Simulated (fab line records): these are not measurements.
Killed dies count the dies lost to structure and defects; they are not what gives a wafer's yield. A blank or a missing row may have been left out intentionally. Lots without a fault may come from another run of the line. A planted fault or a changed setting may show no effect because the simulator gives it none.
One fault through the eyes of 3 desks ; flow n5 finfet ; numbers are kept per desk, each desk with only its own; the story behind them comes last

## FROM THE METROLOGY DESK
Lot by lot, what the gauges showed, no matter which tool ran the lot: averages of those sampled wafers that carry a number. Marked OUT: a lot whose mean sits more than 4 standard deviations from the usual mean, which makes it out of limits; the brackets give that distance. Shown here are 7 of its 10 readings, the ones lying furthest out on some lot.
Columns: A = DIBL_N at N5_BEOL_M4_RC_MEAS_101, usual 36.3 mV/V; B = DIBL_P at N5_BEOL_M4_RC_MEAS_101, usual 36.1 mV/V; C = IOFF_N at N5_BEOL_M4_RC_MEAS_101, usual 0.161 nA/um; D = IOFF_P at N5_BEOL_M4_RC_MEAS_101, usual 0.209 nA/um; E = SS_N at N5_BEOL_M4_RC_MEAS_101, usual 71.5 mV/dec; F = SS_P at N5_BEOL_M4_RC_MEAS_101, usual 73.2 mV/dec; G = VT_P at N5_BEOL_M4_RC_MEAS_101, usual -249.9 mV
lot;first seen here;A;B;C;D;E;F;G
L847;day 8 14:11;35.0;34.0;0.132;0.181;71.2;72.9;-251.3
L848;day 8 17:25;35.4;34.5;0.128;0.172;70.3;72.5;-255.1
L850;day 9 12:39;37.0;37.0;0.181;0.227;71.6;73.8;-248.4
L853;day 9 20:49;34.5;35.7;0.158;0.193;71.7;72.9;-251.4
L854;day 10 10:28;36.5;36.7;0.160;0.204;71.3;73.2;-248.9
L855;day 10 12:09;37.0;38.9;0.179;0.230;71.8;73.9;-249.1
L859;day 11 09:02;34.9;34.8;0.149;0.192;71.6;72.8;-251.6
L864;day 12 14:43;37.3;37.4;0.181;0.223;72.1;72.7;-250.0
L863;day 12 15:04;35.9;34.7;0.152;0.201;71.3;72.8;-248.4
L866;day 13 06:17;35.9;37.2;0.170;0.225;72.1;73.5;-249.7
This desk's verdict: no lot among the 10 shows anything out of limits.

## DESK OF THE TOOL OWNER: ald sin-01
The tool's own readings at N5_MOL_CONTACT_COAG_ALD_123 (deposits SiNx, target thk 5 nm, pulse time 1 s, purge time 2 s): means of the sampled wafers that have a number, for each lot that ran on this tool. Marked OUT: a lot whose mean sits more than 4 standard deviations from the usual mean, which makes it out of limits; the brackets give that distance.
Columns: A = heater power w at N5_MOL_CONTACT_COAG_ALD_123, usual 830 W; B = precursor pulse height rel at N5_MOL_CONTACT_COAG_ALD_123, usual 0.999
lot;first seen here;A;B
L847;day 5 19:23;762;0.996
L850;day 6 19:35;787;0.999
L853;day 7 06:49;792;0.991
L854;day 7 13:45;799;0.986
L855;day 7 22:53;811;1.011
L859;day 9 00:50;805;1.006
L863;day 9 19:41;802;0.972
L864;day 10 00:43;730;1.018
This desk's verdict: no lot among the 8 shows anything out of limits.

## THE DEFECT DESK
Counts from the inspections along the route, per lot, as means over the sampled wafers that have a number. Marked OUT: a lot whose mean sits more than 4 standard deviations from the usual mean, which makes it out of limits; the brackets give that distance.
Columns: A = raw defect count at N5_MOL_CONTACT_COAG_INSPECT_57, usual 200
lot;first seen here;A
L847;day 5 20:26;233
L848;day 6 02:54;211
L850;day 6 20:31;159
L853;day 7 07:52;186
L854;day 7 14:41;201
L855;day 7 23:49;261
L859;day 9 01:53;176
L863;day 9 20:38;168
L864;day 10 01:39;180
L866;day 10 16:47;172
This desk's verdict: no lot among the 10 shows anything out of limits.

## TAKEN TOGETHER
The metrology desk saw nothing out of limits.
The tool owner's desk saw nothing out of limits.
Nothing the defect desk looked at was out of limits.

## WHAT HAD BEEN PUT IN BY THE SIMULATOR
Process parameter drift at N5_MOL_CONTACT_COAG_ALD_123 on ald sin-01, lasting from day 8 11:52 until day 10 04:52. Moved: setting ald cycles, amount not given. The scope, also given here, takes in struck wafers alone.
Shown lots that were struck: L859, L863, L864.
